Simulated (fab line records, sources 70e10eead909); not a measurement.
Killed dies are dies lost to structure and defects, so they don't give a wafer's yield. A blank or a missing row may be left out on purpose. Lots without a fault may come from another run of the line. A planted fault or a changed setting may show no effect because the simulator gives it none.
Chamber matching | flow nand_harc | NHARC_P_M2_PRE_CLEAN_32 on pecvd-03: 3 sister chambers
The step time 12 s. 3 wafers are shown with their chamber, then 7 later ones without.

WAFERS WITH THEIR CHAMBER
wafer  | chamber | heater_power_w (W)
L920.1 | 1       | 701
L926.4 | 0       | 563
L934.4 | 2       | 687

WAFERS WITHOUT THEIR CHAMBER
wafer  | heater_power_w (W)
L934.5 | 696
L937.1 | 574
L937.2 | 641
L937.6 | 621
L938.1 | 690
L938.4 | 707
L938.5 | 692

WHICH CHAMBER EACH WENT THROUGH
wafer  | from the rows above          | in truth
L934.5 | can't be placed: 1 or 2      | 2
L937.1 | 0                            | 0
L937.2 | can't be placed: 2 or 1 or 0 | 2
L937.6 | can't be placed: 0 or 2 or 1 | 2
L938.1 | can't be placed: 2 or 1      | 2
L938.4 | can't be placed: 1 or 2      | 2
L938.5 | can't be placed: 2 or 1      | 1
Placed correctly: 1 of 7. Can't be placed from these rows: 6 (the true chamber is among the candidates in 6). Placed wrongly: 0.
How it was worked out, from the rows above alone: a wafer's distance from a chamber is the root of the sum, over the readings, of the square of ((its reading less the chamber's mean) divided by the reading's scatter). The wafer belongs to the nearest chamber; if the next one is less than 2 further off, it can't be placed. A chamber's mean is the mean of its shown wafers. The scatter: with one shown wafer a chamber, the root of the mean of the squares of how far each hidden wafer lies from its nearest shown one.
